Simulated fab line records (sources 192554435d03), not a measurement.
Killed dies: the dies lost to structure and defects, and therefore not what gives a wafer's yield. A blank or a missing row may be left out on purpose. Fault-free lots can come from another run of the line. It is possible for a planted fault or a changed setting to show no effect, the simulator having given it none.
Matching of chambers + flow n5 finfet + N5_BEOL_M0_ETCH_138 on rie diel-04 has 4 sister chambers
The step etches SiCN in CH3F/O2, target depth 12 nm, time 31.6 s. 8 wafers are shown with their chamber, then 8 later ones without.

WAFERS, EACH WITH ITS CHAMBER
| wafer  | chamber | showerhead plenum p Torr (Torr) | throttle valve pct (%) |
|--------|---------|---------------------------------|------------------------|
| L076.6 | 3       | 1.96                            | 16.47                  |
| L079.5 | 0       | 1.95                            | 15.97                  |
| L079.6 | 1       | 1.95                            | 16.30                  |
| L086.1 | 1       | 1.94                            | 16.34                  |
| L086.2 | 3       | 1.95                            | 16.04                  |
| L088.2 | 0       | 1.95                            | 15.97                  |
| L088.6 | 2       | 2.00                            | 16.63                  |
| L094.2 | 2       | 2.00                            | 16.62                  |

WAFERS WHOSE CHAMBER IS MISSING
| wafer  | showerhead plenum p Torr (Torr) | throttle valve pct (%) |
|--------|---------------------------------|------------------------|
| L094.4 | 1.95                            | 16.07                  |
| L094.6 | 1.93                            | 16.36                  |
| L097.1 | 1.94                            | 16.01                  |
| L097.2 | 2.00                            | 16.63                  |
| L097.3 | 1.93                            | 16.40                  |
| L097.4 | 1.95                            | 16.10                  |
| L097.5 | 1.95                            | 16.09                  |
| L097.6 | 1.94                            | 16.01                  |

WHICH CHAMBER EACH ONE RAN IN
| wafer  | from the rows above          | in truth |
|--------|------------------------------|----------|
| L094.4 | can't be placed: 0 or 3 or 1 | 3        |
| L094.6 | can't be placed: 1 or 0      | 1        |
| L097.1 | can't be placed: 0 or 1 or 3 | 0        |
| L097.2 | 2                            | 2        |
| L097.3 | can't be placed: 1 or 0      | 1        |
| L097.4 | can't be placed: 0 or 3 or 1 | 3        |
| L097.5 | can't be placed: 0 or 3 or 1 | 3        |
| L097.6 | can't be placed: 0 or 1 or 3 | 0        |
Correctly placed: 1 of 8. Unplaceable from these rows: 7, with the true chamber sitting among the candidates in 7. 0 placed wrongly.
How it was worked out, from the rows above alone: a wafer's distance from a chamber is the root of the sum, over the readings, of the square of ((its reading less the chamber's mean) divided by the reading's scatter). The wafer belongs to the nearest chamber; if the next one is less than 2 further off, it can't be placed. For every chamber, the mean is computed from those of its wafers that are shown. The scatter is the square root of a quotient: the sum, over the shown wafers, of each reading's squared deviation from its chamber's mean, divided by wafers minus chambers.
